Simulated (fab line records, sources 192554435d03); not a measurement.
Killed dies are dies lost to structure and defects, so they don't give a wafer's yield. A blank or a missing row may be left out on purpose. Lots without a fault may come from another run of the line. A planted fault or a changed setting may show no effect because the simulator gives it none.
fab line records | flow n5_finfet | part 2 of 2: steps 5 to 6 of 6
record lots=22 wafers=66 last_day=19
route steps=1938 shown BEOL_M7@1330 BEOL_M8@1369 BEOL_M9@1419
lots that met no fault: from a run of the same line without faults
start_h: hours from the record's first day to the start of the lot's first wafer shown | wait_h: hours since the lot's step before | " the same as in the row above | L1.1+2: a row that stands for several wafers | - no value, or no start given | * or withheld: withheld | < > ~ a bound
route shown NAME@n: a module of which the file shows steps, and the number in the route of the first | usual: mean/standard deviation of fault-free wafers | same: alike in all rows | chamber/n: place in a boat | sites: the reading at each site | _std_site: their standard deviation | _edge_site: outer sites' mean less inner sites' | radius_mm: how far each site lies from the wafer's centre | mask NAME#n: copy n | behind: the tool/chamber that last shaped the wafer | hold: why the lot was held/for how many hours/how that ended | device: the transistor (n, p or np) that didn't switch | end of line: the same wafers' tests at the end of the route | a step without rows: its recipe alone | killed: dies lost to structure and defects at the first sort, not the wafer's yield | map: a wafer's dies, x killed, . not, _ none there
set.NAME: the setting as run; set.NAME@STEP: as run at that earlier step | model.NAME: the simulator's own value behind a step, which no gauge read
steps of the route over a sample of lots; a table a step, a row a wafer
services: from which hour (start_h, from the record's first day; less than 0 if before it) a tool's chamber was out of use, for how many hours, and why
## steps
# step N5_BEOL_M9_CD_MEAS_18
# recipe pitch_nm=140 target_cd_nm=70
# usual cd_nm=70.2/0.62
# columns lot.wafer tool chamber start_h wait_h cd_nm
L074.1 cd_sem-01 - 233.69 0.0 70.6
L074.4 " - " " 69.6
L074.6 " - " " 70.2
L075.1 cd_sem-03 - 233.70 0.0 70.6
L075.2 " - " " 70.4
L075.6 " - " " 71.1
L078.2 cd_sem-01 - 283.00 0.1 68.3
L078.3 " - " " 70.3
L078.6 " - " " 69.9
L077.4 cd_sem-01 - 285.71 0.0 68.8
L077.5 " - " " 70.2
L077.6 " - " " 69.4
L079.1 cd_sem-01 - 303.57 0.0 69.5
L079.4 " - " " 70.4
L079.6 " - " " 71.2
L080.2 cd_sem-03 - 304.00 0.1 70.2
L080.4 " - " " 70.9
L080.5 " - " " 70.4
L081.1 cd_sem-02 - 317.24 0.0 70.8
L081.2 " - " " 70.4
L081.6 " - " " 70.1
L082.1 cd_sem-02 - 320.90 0.0 69.2
L082.3 " - " " 70.6
L082.4 " - " " 69.1
L083.2 cd_sem-03 - 330.61 0.1 69.8
L083.3 " - " " 71.5
L083.6 " - " " 71.0
L084.1 cd_sem-02 - 341.81 0.0 70.2
L084.3 " - " " 69.7
L084.4 " - " " 69.4
L085.1 cd_sem-03 - 341.85 0.0 70.4
L085.4 " - " " 70.3
L085.6 " - " " 69.8
L087.1 cd_sem-02 - 344.54 0.0 70.7
L087.2 " - " " 69.6
L087.5 " - " " 70.6
L086.2 cd_sem-02 - 344.87 0.1 70.4
L086.4 " - " " 70.5
L086.5 " - " " 70.4
L076.3 cd_sem-02 - 354.74 0.1 69.8
L076.4 " - " " 69.8
L076.6 " - " " 69.9
L089.2 cd_sem-01 - 354.90 0.1 70.3
L089.3 " - " " 69.3
L089.5 " - " " 69.7
L090.2 cd_sem-03 - 362.04 0.1 70.5
L090.4 " - " " 70.7
L090.6 " - " " 68.9
L091.2 cd_sem-01 - 375.56 0.1 71.4
L091.5 " - " " 70.0
L091.6 " - " " 70.3
L088.2 cd_sem-02 - 380.13 0.1 70.2
L088.3 " - " " 70.3
L088.6 " - " " 70.9
L094.1 cd_sem-03 - 385.15 0.0 69.7
L094.3 " - " " 70.5
L094.4 " - " " 69.3
L093.2 cd_sem-02 - 385.24 0.1 70.0
L093.4 " - " " 69.3
L093.6 " - " " 70.1
L095.2 cd_sem-03 - 389.18 0.1 70.0
L095.5 " - " " 69.9
L095.6 " - " " 70.6
L096.2 cd_sem-03 - 390.45 0.1 70.7
L096.5 " - " " 70.5
L096.6 " - " " 70.8
# step N5_BEOL_M9_ETCH_66
# recipe chemistry=N2/H2 target=SOC target_depth_a=800 overetch_a=160 mask_material=SiARC temp_c=40 time_s=120 ion_energy_ev=200 pressure_mtorr=30 source_w=840 bias_w=150 n2_flow_sccm=200 h2_flow_sccm=200
# usual drypump_motor_current_A=5.6/0.36 oes_product_au=0.62/0.08 rf_vpp_V=523.6/2.8 showerhead_plenum_p_Torr=2.54/0.098 throttle_valve_pct=17.79/0.25
# columns lot.wafer tool chamber start_h wait_h drypump_motor_current_A oes_product_au rf_hours_counter_h rf_vpp_V showerhead_plenum_p_Torr throttle_valve_pct
L075.1 rie_diel-04 1 235.73 0.0 6.3 0.52 244 521.0 2.40 18.14
L075.2 " 0 " " 5.8 0.70 30 521.9 2.50 17.56
L075.6 " 3 " " 5.7 0.51 - 522.9 2.50 18.08
L074.1 rie_diel-02 3 235.89 0.0 5.7 0.54 238 523.8 2.50 18.18
L074.4 " 3 " " 5.7 0.54 - 521.5 2.50 18.17
L074.6 " 0 " " 5.4 0.69 - 526.5 2.58 17.64
L078.2 rie_diel-04 3 283.93 0.0 5.7 0.51 257 522.6 2.50 18.12
L078.3 " 2 " " 5.2 0.55 191 527.9 2.65 18.11
L078.6 " 0 " " 5.8 0.67 - 521.7 2.49 17.58
L077.4 rie_diel-06 0 287.66 0.0 5.0 0.64 53 522.0 2.48 17.59
L077.5 " 2 " " 5.2 0.53 - 524.5 2.63 18.00
L077.6 " 3 " " 5.4 0.55 - 520.7 2.42 18.12
L080.2 rie_diel-06 0 305.64 0.0 4.9 0.63 59 521.9 2.48 17.61
L080.4 " 3 " " 5.3 0.55 204 521.0 2.42 18.15
L080.5 " 1 " " 5.6 0.54 - 518.4 2.39 17.68
L079.1 rie_diel-06 2 306.06 0.0 5.2 0.52 242 525.3 2.62 18.01
L079.4 " 0 " " 4.9 0.63 59 522.3 2.48 17.59
L079.6 " 1 " " 5.6 0.54 - 519.8 2.39 17.69
L081.1 rie_diel-04 0 319.28 0.0 5.8 0.65 57 523.9 2.49 17.61
L081.2 " 2 " " 5.2 0.55 204 525.9 2.64 18.12
L081.6 " 0 " " 5.8 0.66 - 521.8 2.49 17.60
L082.1 rie_diel-06 0 322.52 0.0 4.9 0.63 65 522.4 2.48 17.61
L082.3 " 1 " " 5.7 0.54 237 519.8 2.39 17.69
L082.4 " 2 " " 5.3 0.53 249 526.3 2.62 18.02
L083.2 rie_diel-04 2 332.85 0.0 5.2 0.54 211 526.0 2.64 18.14
L083.3 " 1 " " 6.3 0.69 19 527.3 2.71 17.75
L083.6 " 0 " " 5.7 0.65 - 523.8 2.48 17.62
L085.1 rie_diel-04 0 343.21 0.0 5.8 0.65 67 522.0 2.48 17.63
L085.4 " 2 " " 5.3 0.54 214 526.3 2.64 18.15
L085.6 " 3 " " 5.7 0.74 - 523.5 2.50 17.64
L084.1 rie_diel-02 0 344.12 0.0 5.4 0.69 23 525.9 2.58 17.64
L084.3 " 3 " " 5.7 0.53 244 523.1 2.50 18.19
L084.4 " 1 " " 6.0 0.54 205 520.7 2.42 17.66
L087.1 rie_diel-02 3 345.90 0.0 5.7 0.53 244 523.9 2.50 18.17
L087.2 " 1 " " 6.1 0.54 206 520.1 2.42 17.65
L087.5 " 1 " " 6.0 0.54 - 520.9 2.42 17.65
L086.2 rie_diel-04 3 346.20 0.0 5.7 0.73 5 522.7 2.49 17.64
L086.4 " 2 " " 5.3 0.53 215 525.3 2.64 18.14
L086.5 " 1 " " 6.3 0.68 - 528.4 2.71 17.74
L076.3 rie_diel-02 1 356.54 0.0 6.1 0.54 209 521.1 2.42 17.66
L076.4 " 2 " " 5.5 0.75 5 523.1 2.50 17.40
L076.6 " 0 " " 5.4 0.69 - 522.1 2.58 17.66
L089.2 rie_diel-04 0 356.59 0.0 5.8 0.65 71 522.7 2.48 17.63
L089.3 " 3 " " 5.6 0.72 9 521.7 2.49 17.65
L089.5 " 2 " " 5.2 0.53 - 526.2 2.64 18.15
L090.2 rie_diel-04 3 363.96 0.0 5.7 0.71 11 524.6 2.49 17.64
L090.4 " 2 " " 5.2 0.53 220 526.8 2.64 18.15
L090.6 " 2 " " 5.2 0.54 - 524.7 2.64 18.17
L091.2 rie_diel-04 0 379.11 0.0 5.8 0.64 79 522.1 2.48 17.63
L091.5 " 2 " " 5.3 0.53 - 526.3 2.64 18.16
L091.6 " 1 " " 6.3 0.67 - 527.7 2.71 17.77
L088.2 rie_diel-04 1 380.67 0.0 6.3 0.67 34 527.5 2.71 17.76
L088.3 " 0 " " 5.8 0.64 79 520.7 2.48 17.65
L088.6 " 0 " " 5.8 0.64 - 521.5 2.48 17.64
L094.1 rie_diel-06 1 387.51 0.0 5.7 0.72 8 528.8 2.70 17.27
L094.3 " 3 " " 5.4 0.53 235 519.5 2.40 18.18
L094.4 " 2 " " 5.3 0.72 12 525.3 2.61 17.62
L093.2 rie_diel-02 2 387.71 0.0 5.5 0.72 17 522.9 2.50 17.42
L093.4 " 3 " " 5.7 0.77 2 523.4 2.50 17.77
L093.6 " 1 " " 6.1 0.54 - 519.6 2.42 17.69
L095.2 rie_diel-06 1 390.29 0.0 5.7 0.71 9 529.2 2.70 17.26
L095.5 " 1 " " 5.7 0.71 - 528.4 2.70 17.26
L095.6 " 2 " " 5.2 0.71 - 525.8 2.61 17.63
L096.2 rie_diel-02 0 392.50 0.0 5.4 0.67 41 526.2 2.57 17.68
L096.5 " 2 " " 5.5 0.72 - 522.2 2.50 17.42
L096.6 " 3 " " 5.7 0.76 - 521.6 2.49 17.77
## services
# columns tool chamber start_h hours kind
rie_diel-06 2 226.76 7.4 repair
rie_diel-05 2 229.83 7.1 repair
rie_diel-04 3 236.60 5.9 repair
rie_diel-02 - 257.06 72.1 repair
rie_diel-04 1 265.95 - clean
rie_diel-04 1 265.95 - consumable_replace:focus_ring
rie_diel-04 1 265.95 - consumable_replace:showerhead
rie_diel-04 1 265.95 20.5 scheduled_down
rie_diel-04 1 265.95 20.5 vent_cycle
rie_diel-04 3 294.15 6.5 repair
rie_diel-04 3 300.66 - clean
rie_diel-04 3 300.66 - consumable_replace:focus_ring
rie_diel-04 3 300.66 27.3 scheduled_down
rie_diel-04 3 300.66 27.3 vent_cycle
rie_diel-03 - 322.81 14.6 pm
rie_diel-06 2 324.33 - clean
rie_diel-02 - 329.20 14.6 pm
rie_diel-06 3 331.95 2.6 repair
rie_diel-04 - 336.59 4.8 repair
rie_diel-06 - 338.02 0.6 repair
rie_diel-01 1 341.15 22.0 repair
rie_diel-06 0 347.58 3.7 repair
rie_diel-05 2 349.12 1.4 repair
rie_diel-06 - 354.64 4.3 pm
